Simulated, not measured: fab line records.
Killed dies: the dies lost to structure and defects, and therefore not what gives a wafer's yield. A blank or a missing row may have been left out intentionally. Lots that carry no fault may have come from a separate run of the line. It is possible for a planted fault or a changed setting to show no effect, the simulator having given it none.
Which tool did it?    flow nand_harc    Sampling: 11 lots, 33 wafers, 6 of 1302 route steps

## WHAT EACH GAUGE READ, for each wafer
NHARC_A_CHANNEL_HOLE_D2_INSPECT_40. Usual: raw_defect_count at 300, with a standard deviation of 100.
lot   measured      on                 raw_defect_count  flag
L112  day 13 14:14  defect_inspect-01  247 264 203       
L115  day 14 22:45  defect_inspect-02  431 489 343       
L118  day 15 12:24  defect_inspect-01  380 389 368       
L119  day 16 06:38  defect_inspect-02  220 283 182       
L120  day 17 00:13  defect_inspect-02  230 147 214       
L121  day 17 07:16  defect_inspect-02  204 178 180       
L123  day 17 19:20  defect_inspect-01  325 534 452       
L125  day 18 13:31  defect_inspect-01  220 165 193       
L124  day 18 15:01  defect_inspect-01  279 344 372       
L128  day 20 05:13  defect_inspect-01  1196 1064 1045    OFF
L129  day 20 15:21  defect_inspect-01  986 928 1057      OFF

NHARC_END_SORT_01. Usual: killed_at_array 55, standard deviation 23; killed_at_other 1.0, standard deviation 1.2; killed_at_periphery 3.2, standard deviation 2.7; killed_dies 59, standard deviation 23; killed_open 3.1, standard deviation 1.6; killed_short 2.2, standard deviation 1.5.
lot   measured      on         killed_at_array  killed_at_other  killed_at_periphery  killed_dies  killed_open  killed_short  flag
L120  day 28 03:58  prober-01  30               0                1                    31           2            0             
L123  day 29 02:59  prober-02  100 86 96        3 2 2            3 2 2                106 90 100   5 6 3        1 2 0         
L128  day 31 14:59  prober-01  128 164 166      0 1 0            5 2 3                133 167 169  3 3 2        3 2 2         OFF
L129  day 32 01:05  prober-02  149 137 143      0 0 0            6 9 12               155 146 155  2 0 6        1 0 1         OFF

## TOOL THAT RAN EACH LOT (tool first, then ch and the chambers of the sampled wafers, then the start)
lot   NHARC_A_CHANNEL_HOLE_D2_ETCH_20   NHARC_A_CHANNEL_HOLE_D2_ETCH_22   NHARC_A_CHANNEL_HOLE_D2_ETCH_24   NHARC_A_CHANNEL_HOLE_D2_ETCH_25
L112  har_etch-01 ch 0,1, day 13 08:37  har_etch-01 ch 0,1, day 13 09:22  har_etch-01 ch 0,1, day 13 10:38  har_etch-01 ch 0,1, day 13 11:24
L115  har_etch-02 ch 0,1, day 14 17:07  har_etch-02 ch 0,1, day 14 17:57  har_etch-02 ch 0,1, day 14 19:16  har_etch-02 ch 0,1, day 14 20:05
L118  har_etch-02 ch 0,1, day 15 06:54  har_etch-02 ch 0,1, day 15 07:44  har_etch-02 ch 0,1, day 15 09:04  har_etch-02 ch 0,1, day 15 09:53
L119  har_etch-01 ch 1, day 16 01:04    har_etch-01 ch 1, day 16 01:49    har_etch-01 ch 1, day 16 03:05    har_etch-01 ch 1, day 16 03:50
L120  har_etch-01 ch 0,1, day 16 12:47  har_etch-01 ch 0,1, day 16 13:32  har_etch-01 ch 0,1, day 16 14:49  har_etch-01 ch 0,1, day 16 15:35
L121  har_etch-01 ch 0,1, day 17 01:38  har_etch-01 ch 0,1, day 17 02:24  har_etch-01 ch 0,1, day 17 03:40  har_etch-01 ch 0,1, day 17 04:26
L123  har_etch-01 ch 0,1, day 17 13:50  har_etch-01 ch 0,1, day 17 14:41  har_etch-01 ch 0,1, day 17 16:00  har_etch-01 ch 0,1, day 17 16:49
L125  har_etch-02 ch 0,1, day 18 07:59  har_etch-02 ch 0,1, day 18 08:47  har_etch-02 ch 0,1, day 18 10:05  har_etch-02 ch 0,1, day 18 10:52
L124  har_etch-01 ch 0,1, day 18 09:34  har_etch-01 ch 0,1, day 18 10:26  har_etch-01 ch 0,1, day 18 11:49  har_etch-01 ch 0,1, day 18 12:38
L128  har_etch-02 ch 0,1, day 19 23:39  har_etch-02 ch 0,1, day 20 00:27  har_etch-02 ch 0,1, day 20 01:45  har_etch-02 ch 0,1, day 20 02:32
L129  har_etch-02 ch 0,1, day 20 09:44  har_etch-02 ch 0,1, day 20 10:29  har_etch-02 ch 0,1, day 20 11:46  har_etch-02 ch 0,1, day 20 12:32
- NHARC_A_CHANNEL_HOLE_D2_ETCH_20: etches the open film in C4F8/O2/Ar, time 361.9 s, target depth 1600 nm.
- NHARC_A_CHANNEL_HOLE_D2_ETCH_22: etches the open film in C4F8/O2/Ar, time 666.7 s, target depth 1600 nm.
- NHARC_A_CHANNEL_HOLE_D2_ETCH_24: etches the open film in C4F8/O2/Ar, time 906.2 s, target depth 1500 nm.
- NHARC_A_CHANNEL_HOLE_D2_ETCH_25: etches the open film in C4F8/O2/Ar, time 1040.2 s, target depth 1500 nm.

## WHAT THE TOOLS THEMSELVES READ (means of the sampled wafers that have a number; where no wafer has one, the mark that the record gives instead)
NHARC_A_CHANNEL_HOLE_D2_ETCH_20. Usual: drypump_motor_current_A 5.9 A, standard deviation 0.62; mfc_ar_sccm 375.0 sccm, standard deviation 1.1; showerhead_plenum_p_Torr 3.67 Torr, standard deviation 0.12; throttle_valve_pct 32.155 %, standard deviation 0.0096.
lot   tool         drypump_motor_current_A (A)  mfc_ar_sccm (sccm)  showerhead_plenum_p_Torr (Torr)  throttle_valve_pct (%)  flag
L112  har_etch-01  6.4                          374.2               3.66                             32.153                  
L115  har_etch-02  5.6                          374.2               3.66                             32.145                  
L118  har_etch-02  5.6                          376.0               3.66                             32.145                  
L119  har_etch-01  6.8                          375.7               3.68                             32.158                  
L120  har_etch-01  6.0                          375.2               3.61                             32.151                  
L121  har_etch-01  6.4                          374.8               3.63                             32.155                  
L123  har_etch-01  6.4                          375.1               3.62                             32.150                  
L125  har_etch-02  5.3                          375.8               3.85                             32.149                  
L124  har_etch-01  6.0                          374.4               3.59                             32.153                  
L128  har_etch-02  5.4                          375.6               3.84                             32.160                  
L129  har_etch-02  5.4                          375.2               3.83                             32.151                  

NHARC_A_CHANNEL_HOLE_D2_ETCH_22. Usual: drypump_motor_current_A 5.9 A, standard deviation 0.62; mfc_ar_sccm 374.9 sccm, standard deviation 1.1; showerhead_plenum_p_Torr 3.67 Torr, standard deviation 0.12; throttle_valve_pct 32.155 %, standard deviation 0.0089.
lot   tool         drypump_motor_current_A (A)  mfc_ar_sccm (sccm)  showerhead_plenum_p_Torr (Torr)  throttle_valve_pct (%)  flag
L112  har_etch-01  6.4                          374.3               3.66                             32.159                  
L115  har_etch-02  5.5                          374.1               3.66                             32.159                  
L118  har_etch-02  5.5                          374.1               3.66                             32.161                  
L119  har_etch-01  6.8                          374.8               3.68                             32.158                  
L120  har_etch-01  6.0                          375.5               3.60                             32.159                  
L121  har_etch-01  6.4                          375.4               3.63                             32.151                  
L123  har_etch-01  6.4                          374.0               3.62                             32.154                  
L125  har_etch-02  5.4                          374.2               3.85                             32.158                  
L124  har_etch-01  6.0                          375.8               3.59                             32.146                  
L128  har_etch-02  5.4                          376.0               3.84                             32.149                  
L129  har_etch-02  5.4                          374.0               3.83                             32.172                  

NHARC_A_CHANNEL_HOLE_D2_ETCH_24. Usual: drypump_motor_current_A 5.9 A, standard deviation 0.61; mfc_ar_sccm 374.9 sccm, standard deviation 1; showerhead_plenum_p_Torr 3.66 Torr, standard deviation 0.12; throttle_valve_pct 32.237 %, standard deviation 0.0098.
lot   tool         drypump_motor_current_A (A)  mfc_ar_sccm (sccm)  showerhead_plenum_p_Torr (Torr)  throttle_valve_pct (%)  flag
L112  har_etch-01  6.4                          373.5               3.66                             32.238                  
L115  har_etch-02  5.6                          374.7               3.66                             32.230                  
L118  har_etch-02  5.6                          375.1               3.65                             32.232                  
L119  har_etch-01  6.8                          375.9               3.68                             32.232                  
L120  har_etch-01  6.0                          375.0               3.60                             32.236                  
L121  har_etch-01  6.4                          376.7               3.62                             32.240                  
L123  har_etch-01  6.4                          376.0               3.62                             32.242                  
L125  har_etch-02  5.4                          373.7               3.85                             32.233                  
L124  har_etch-01  6.0                          374.7               3.58                             32.245                  
L128  har_etch-02  5.3                          375.3               3.83                             32.247                  
L129  har_etch-02  5.4                          374.7               3.83                             32.237                  

NHARC_A_CHANNEL_HOLE_D2_ETCH_25. Usual: drypump_motor_current_A 5.9 A, standard deviation 0.62; mfc_ar_sccm 375.0 sccm, standard deviation 1.1; showerhead_plenum_p_Torr 3.66 Torr, standard deviation 0.12; throttle_valve_pct 32.235 %, standard deviation 0.011.
lot   tool         drypump_motor_current_A (A)  mfc_ar_sccm (sccm)  showerhead_plenum_p_Torr (Torr)  throttle_valve_pct (%)  flag
L112  har_etch-01  6.4                          376.2               3.66                             32.234                  
L115  har_etch-02  5.6                          374.6               3.66                             32.229                  
L118  har_etch-02  5.5                          375.2               3.65                             32.230                  
L119  har_etch-01  6.8                          375.4               3.67                             32.225                  
L120  har_etch-01  6.0                          375.2               3.60                             32.238                  
L121  har_etch-01  6.4                          374.4               3.62                             32.225                  
L123  har_etch-01  6.4                          374.7               3.62                             32.238                  
L125  har_etch-02  5.3                          375.1               3.85                             32.242                  
L124  har_etch-01  6.0                          375.2               3.58                             32.243                  
L128  har_etch-02  5.4                          376.1               3.83                             32.236                  
L129  har_etch-02  5.4                          376.0               3.83                             32.234                  

## THE ANSWER, worked out from the rows above alone
Rule: a lot counts as off when the mean over its wafers that have a number is more than 3 standard deviations away from the usual mean. A lot without any number at a reading at which 4 lots or more have one is off too. All remaining lots with rows at the step are treated as sound. Order of review: gauges by route order, followed by the tools' own readings, for which a lot's mean as printed above is used. The first step at which some lot is off is used, and at that step the reading that is off furthest; a lot without a number counts as furthest.
Off, at NHARC_A_CHANNEL_HOLE_D2_INSPECT_40 on raw_defect_count: L128, L129.
If a tool, at a process step before that reading, ran all the lots that are off and no sound lot after the first of them, it fits. The gauges at NHARC_A_CHANNEL_HOLE_D2_INSPECT_40 aren't tried: what is off there is off at NHARC_END_SORT_01 too, on other tools, and a gauge's error can't cause that. One fits: har_etch-02 at NHARC_A_CHANNEL_HOLE_D2_ETCH_20 and NHARC_A_CHANNEL_HOLE_D2_ETCH_22 and NHARC_A_CHANNEL_HOLE_D2_ETCH_24 and NHARC_A_CHANNEL_HOLE_D2_ETCH_25. At NHARC_A_CHANNEL_HOLE_D2_ETCH_20 its last sound lot is L125 (day 18 07:59), its first lot that is off L128 (day 19 23:39): a fault that began between those two fits.

## WHAT THE SIMULATOR HAD INSERTED
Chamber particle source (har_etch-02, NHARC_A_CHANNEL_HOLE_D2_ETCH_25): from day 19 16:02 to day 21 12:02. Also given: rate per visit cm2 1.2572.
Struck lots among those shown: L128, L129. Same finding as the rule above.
